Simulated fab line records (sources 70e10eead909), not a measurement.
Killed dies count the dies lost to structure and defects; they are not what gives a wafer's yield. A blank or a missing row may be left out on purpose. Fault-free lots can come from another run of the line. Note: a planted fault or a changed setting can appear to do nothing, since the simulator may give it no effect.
The tool behind it: which one? -- flow nandHarc -- 13 lots with 39 wafers sampled at 5 steps, on a route of 1302 steps

## WHAT THE GAUGES SHOWED, per wafer
NHARC_THIN_TSV_THK_MEAS_02: measures by ir. Usual: 3051 nm for thkNm, sd 220.
lot,measured,on,thkNm (nm),flag
L680,day 24 04:56,filmMetro-02,3278 3404 3330,
L681,day 24 08:45,filmMetro-02,2860 2750 2713,
L683,day 25 00:28,filmMetro-01,3087 2894 3465,
L682,day 24 23:16,filmMetro-01,3096 3024 3461,
L684,day 25 20:24,filmMetro-01,3032 3237 2916,
L685,day 25 19:11,filmMetro-01,2875 2815 3182,
L686,day 26 20:13,filmMetro-01,3183 3135 3513,
L687,day 26 19:01,filmMetro-01,3064 2892 2868,
L688,day 27 07:32,filmMetro-02,3242 3266 3385,
L694,day 29 22:07,filmMetro-02,3123 2917 2837,
L697,day 30 09:40,filmMetro-02,3025 3124 3337,
L702,day 33 02:25,filmMetro-01,3251 3159 3057,
L703,day 33 03:38,filmMetro-02,2590 2513 2929,

NHARC_END_SORT_01. Usual: defectLimitedYield 91.2 %, standard deviation 2.5; killedAtArray 55, standard deviation 17; killedAtOther 1.1, standard deviation 1.4; killedAtPeriphery 3.9, standard deviation 3; killedDies 59, standard deviation 17; killedOpen 3.5, standard deviation 2; killedShort 2.6, standard deviation 1.6.
lot,measured,on,defectLimitedYield (%),killedAtArray,killedAtOther,killedAtPeriphery,killedDies,killedOpen,killedShort,flag
L682,day 25 15:55,prober-02,87.9 90.3 90.0,79 61 67,0 0 0,3 5 1,82 66 68,1 5 2,3 6 1,
L697,day 31 01:08,prober-01,0.1 95.0 95.9,29 28 23,642 3 2,5 3 3,676 34 28,3 2 8,7 2 2,OFF

## WHICH TOOL RAN EACH LOT (tool, then ch and the chambers of the sampled wafers, then the start)
lot,NHARC_HYBRID_BOND_ACTIVATE_00,NHARC_THIN_TSV_ECD_20,NHARC_THIN_TSV_DESCUM_35
L680,"rieDiel-02 ch 0,2,3, day 23 16:10","ecdCu-01 ch 1, day 24 09:20","rieDiel-13 ch 1,2, day 24 12:03"
L681,"rieDiel-12 ch 1,2,3, day 23 21:43","ecdCu-01 ch 0,1, day 24 13:14","rieDiel-09 ch 1,2, day 24 15:44"
L683,"rieDiel-02 ch 0,1, day 24 11:53","ecdCu-02 ch 0,1, day 25 04:50","rieDiel-09 ch 0,2, day 25 07:37"
L682,"rieDiel-02 ch 0,3, day 24 13:58","ecdCu-01 ch 0,1, day 25 03:32","rieDiel-05 ch 0,1,2, day 25 06:16"
L684,"rieDiel-02 ch 0,2,3, day 25 04:42","ecdCu-01 ch 1, day 26 00:46","rieDiel-09 ch 0,1,2, day 26 03:31"
L685,"rieDiel-02 ch 0,2, day 25 08:26","ecdCu-01 ch 0,1, day 25 23:34","rieDiel-05 ch 0,1,2, day 26 02:18"
L686,"rieDiel-12 ch 0,2,3, day 26 08:09","ecdCu-02 ch 0,1, day 27 00:28","rieDiel-09 ch 0,1,2, day 27 03:17"
L687,"rieDiel-02 ch 0,1,2, day 26 08:41","ecdCu-01 ch 0,1, day 26 23:27","rieDiel-09 ch 0,2,3, day 27 02:11"
L688,"rieDiel-02 ch 0,1,2, day 26 20:20","ecdCu-02 ch 0, day 27 11:59","rieDiel-05 ch 0,1, day 27 14:44"
L694,"rieDiel-02 ch 0,2,3, day 29 12:47","ecdCu-01 ch 1, day 30 02:30","rieDiel-09 ch 0,3, day 30 05:07"
L697,"rieDiel-02 ch 1,2, day 29 21:50","ecdCu-02 ch 0,1, day 30 14:02","rieDiel-13 ch 1,2,3, day 30 16:40"
L702,"rieDiel-02 ch 2,3, day 32 13:47","ecdCu-01 ch 0,1, day 33 06:59","rieDiel-05 ch 1,2,3, day 33 09:43"
L703,"rieDiel-12 ch 0,1,3, day 32 14:35","ecdCu-01 ch 0,1, day 33 08:00","rieDiel-09 ch 0,2,3, day 33 10:50"
- NHARC_HYBRID_BOND_ACTIVATE_00: chemistry N2, time 60 s.
- NHARC_THIN_TSV_ECD_20: material Cu, target thk 2000 nm.
- NHARC_THIN_TSV_DESCUM_35: chemistry O2, time 3 s.

## WHAT THE TOOLS THEMSELVES READ (means of the sampled wafers that have a number; where no wafer has one, the mark that the record gives instead)
NHARC_HYBRID_BOND_ACTIVATE_00. Usual: drypumpMotorCurrentA 5.7 A, standard deviation 0.56; oesProductAu 0.997 a.u., standard deviation 0.0069; rfVppV 63.9 V, standard deviation 0.92; showerheadPlenumPTorr 1.73 Torr, standard deviation 0.077.
lot,tool,drypumpMotorCurrentA (A),oesProductAu (a.u.),rfVppV (V),showerheadPlenumPTorr (Torr),flag
L680,rieDiel-02,5.3,0.997,64.5,1.71,
L681,rieDiel-12,6.0,0.993,64.1,1.75,
L683,rieDiel-02,5.9,0.993,63.5,1.72,
L682,rieDiel-02,5.5,0.993,64.0,1.76,
L684,rieDiel-02,5.4,0.999,63.4,1.71,
L685,rieDiel-02,5.0,1.000,63.2,1.65,
L686,rieDiel-12,6.1,1.005,64.2,1.73,
L687,rieDiel-02,5.5,0.997,64.2,1.69,
L688,rieDiel-02,5.5,1.000,63.0,1.69,
L694,rieDiel-02,5.3,0.995,63.2,1.71,
L697,rieDiel-02,6.0,0.988,63.0,1.72,
L702,rieDiel-02,5.5,1.005,64.9,1.71,
L703,rieDiel-12,5.8,0.998,64.5,1.79,

NHARC_THIN_TSV_DESCUM_35. Usual: chamberPressureMTorr 60.00 mTorr, standard deviation 0.053; drypumpMotorCurrentA 5.7 A, standard deviation 0.54; oesProductAu 1.000 a.u., standard deviation 0.0078; rfVppV 58.1 V, standard deviation 0.88; showerheadPlenumPTorr 1.91 Torr, standard deviation 0.088; throttleValvePct 11.311 %, standard deviation 0.0092.
lot,tool,chamberPressureMTorr (mTorr),drypumpMotorCurrentA (A),oesProductAu (a.u.),rfVppV (V),showerheadPlenumPTorr (Torr),throttleValvePct (%),flag
L680,rieDiel-13,59.94,5.6,0.988,58.1,1.96,11.309,
L681,rieDiel-09,60.06,5.1,1.005,57.8,1.92,11.312,
L683,rieDiel-09,60.01,5.5,1.005,58.5,1.97,11.312,
L682,rieDiel-05,60.00,6.3,0.988,58.9,1.92,11.304,
L684,rieDiel-09,60.04,5.2,0.996,58.4,1.95,11.312,
L685,rieDiel-05,60.02,6.3,0.991,58.0,1.92,11.308,
L686,rieDiel-09,60.06,5.2,1.002,58.0,1.95,11.321,
L687,rieDiel-09,60.00,5.6,1.002,59.2,1.90,11.313,
L688,rieDiel-05,60.02,6.5,1.004,58.1,1.96,11.318,
L694,rieDiel-09,60.02,5.7,1.014,57.1,1.87,11.312,
L697,rieDiel-13,60.01,5.8,1.001,59.0,1.95,11.314,
L702,rieDiel-05,60.06,6.2,1.006,58.2,1.84,11.315,
L703,rieDiel-09,59.97,5.5,1.012,57.7,1.90,11.307,

## THE ANSWER, worked out from the rows above alone
Rule: a lot counts as off when the mean over its wafers that have a number is more than 3 standard deviations away from the usual mean. Also off: a lot with no number at a reading for which 4 or more lots have one. Where the step has rows for the other lots, those lots are counted as sound. Order of review: gauges by route order, followed by the tools' own readings, for which a lot's mean as printed above is used. The first step at which some lot is off is used, and at that step the reading that is off furthest; a lot without a number counts as furthest.
Off: L697 (NHARC_END_SORT_01, killedAtOther). Neither off nor sound, because the step has no rows for them: L680, L681, L683, L684, L685, L686, L687, L688, L694, L702, L703.
A tool fits if, at a process step before that reading, it ran every lot that is off, and no sound lot after the first of them. Those tools and the gauges at NHARC_END_SORT_01 are tried in the same way. Can't be told from this: 4 tools fit, rieDiel-02 at NHARC_HYBRID_BOND_ACTIVATE_00, ecdCu-02 at NHARC_THIN_TSV_ECD_20, rieDiel-13 at NHARC_THIN_TSV_DESCUM_35, prober-01 at NHARC_END_SORT_01.

## WHAT HAD BEEN PUT IN BY THE SIMULATOR
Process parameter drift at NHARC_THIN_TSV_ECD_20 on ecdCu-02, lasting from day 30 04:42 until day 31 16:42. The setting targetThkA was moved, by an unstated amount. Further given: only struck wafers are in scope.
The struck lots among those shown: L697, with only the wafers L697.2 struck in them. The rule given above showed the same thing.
